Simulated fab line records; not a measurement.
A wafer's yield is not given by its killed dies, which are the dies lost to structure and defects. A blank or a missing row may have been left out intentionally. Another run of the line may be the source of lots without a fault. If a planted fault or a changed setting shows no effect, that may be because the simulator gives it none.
Matching of chambers | flow n5 finfet | 4 sister chambers for N5_BEOL_M4_DESCUM_16 on rie diel-06
The step chemistry O2, time 7 s. 14 wafers are shown with their chamber, then 7 later ones without.

## WAFERS WITH THEIR CHAMBER
wafer  | chamber | drypump motor current A (A) | showerhead plenum p Torr (Torr) | throttle valve pct (%)
L075.2 | 1       | 6.0                         | 2.08                            | 20.87
L075.4 | 3       | 6.5                         | 2.02                            | 20.13
L075.6 | 1       | 6.0                         | 2.08                            | 20.88
L081.1 | 3       | 6.5                         | 2.01                            | 20.17
L081.2 | 1       | 6.0                         | 2.07                            | 20.89
L081.5 | 2       | 5.4                         | 1.98                            | 20.45
L082.3 | 2       | 5.5                         | 1.98                            | 20.46
L082.4 | 1       | 6.0                         | 2.07                            | 20.89
L082.6 | 2       | 5.5                         | 1.98                            | 20.45
L083.2 | 3       | 6.5                         | 2.01                            | 20.17
L083.4 | 1       | 6.0                         | 2.07                            | 20.90
L083.6 | 2       | 5.5                         | 1.98                            | 20.47
L091.1 | 1       | 6.0                         | 2.07                            | 20.49
L091.5 | 0       | 6.6                         | 2.05                            | 20.27

SIGNATURES (averages over the wafers above)
reading                  | chamber 0 | chamber 1 | chamber 2 | chamber 3 | scatter within a chamber
drypump motor current A  | 6.600     | 6.000     | 5.475     | 6.500     | 0.0274
showerhead plenum p Torr | 2.0500    | 2.0733    | 1.9800    | 2.0133    | 0.00447
throttle valve pct       | 20.2700   | 20.8200   | 20.4575   | 20.1567   | 0.115
Rule: a wafer's distance from a chamber is the root of the sum, over the readings, of the square of ((its reading less the chamber's mean) divided by the reading's scatter). The wafer belongs to the nearest chamber; if the next one is less than 2 further off, it can't be placed. The scatter: the root of (the sum of the squares of (reading less its chamber's mean) over the shown wafers, divided by (wafers less chambers)).

## WAFERS WHOSE CHAMBER IS MISSING
wafer  | drypump motor current A (A) | showerhead plenum p Torr (Torr) | throttle valve pct (%)
L091.6 | 6.4                         | 2.00                            | 20.20
L094.2 | 6.0                         | 2.07                            | 20.50
L094.4 | 5.5                         | 1.97                            | 20.50
L094.5 | 6.6                         | 2.05                            | 20.28
L092.1 | 6.6                         | 2.05                            | 20.28
L092.3 | 6.4                         | 2.00                            | 20.22
L092.4 | 5.5                         | 1.97                            | 20.50

## WHICH CHAMBER EACH WENT THROUGH
wafer  | from the rows above | in truth
L091.6 | 3                   | 3
L094.2 | 1                   | 1
L094.4 | 2                   | 2
L094.5 | 0                   | 0
L092.1 | 0                   | 0
L092.3 | 3                   | 3
L092.4 | 2                   | 2
Correctly placed: 7 of 7. Number that these rows cannot place: 0. Number placed wrongly: 0.
